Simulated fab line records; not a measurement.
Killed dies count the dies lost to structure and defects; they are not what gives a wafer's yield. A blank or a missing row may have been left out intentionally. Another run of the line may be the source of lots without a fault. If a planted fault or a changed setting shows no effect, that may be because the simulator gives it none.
Matching of chambers -- flow n5_finfet -- 4 sister chambers for N5_FIN_CUT_STRIP_24 on rie_diel-03
The step strips in CF4. 4 wafers are shown with their chamber, then 8 later ones without.

WAFERS PAIRED WITH THEIR CHAMBERS
wafer,chamber,showerhead_plenum_p_Torr (Torr)
L082.2,3,1.70
L085.3,2,1.73
L085.6,0,1.70
L086.1,1,1.86

WAFERS WHOSE CHAMBER IS MISSING
wafer,showerhead_plenum_p_Torr (Torr)
L086.4,1.73
L086.5,1.86
L087.1,1.86
L087.5,1.86
L087.6,1.73
L092.3,1.86
L092.5,1.86
L092.6,1.72

CHAMBER TAKEN BY EACH
wafer,from the rows above,in truth
L086.4,2,2
L086.5,1,1
L087.1,1,1
L087.5,1,1
L087.6,2,2
L092.3,1,1
L092.5,1,1
L092.6,2,2
8 of 8 placed correctly. Can't be placed from these rows: 0. Wrongly placed: 0.
How it was worked out, from the rows above alone: a wafer's distance from a chamber is the root of the sum, over the readings, of the square of ((its reading less the chamber's mean) divided by the reading's scatter). If the next closest chamber is less than 2 further off than the closest, the wafer can't be placed; otherwise it belongs to the closest. For every chamber, the mean is computed from those of its wafers that are shown. The scatter: with one shown wafer a chamber, the root of the mean of the squares of how far each hidden wafer lies from its nearest shown one.
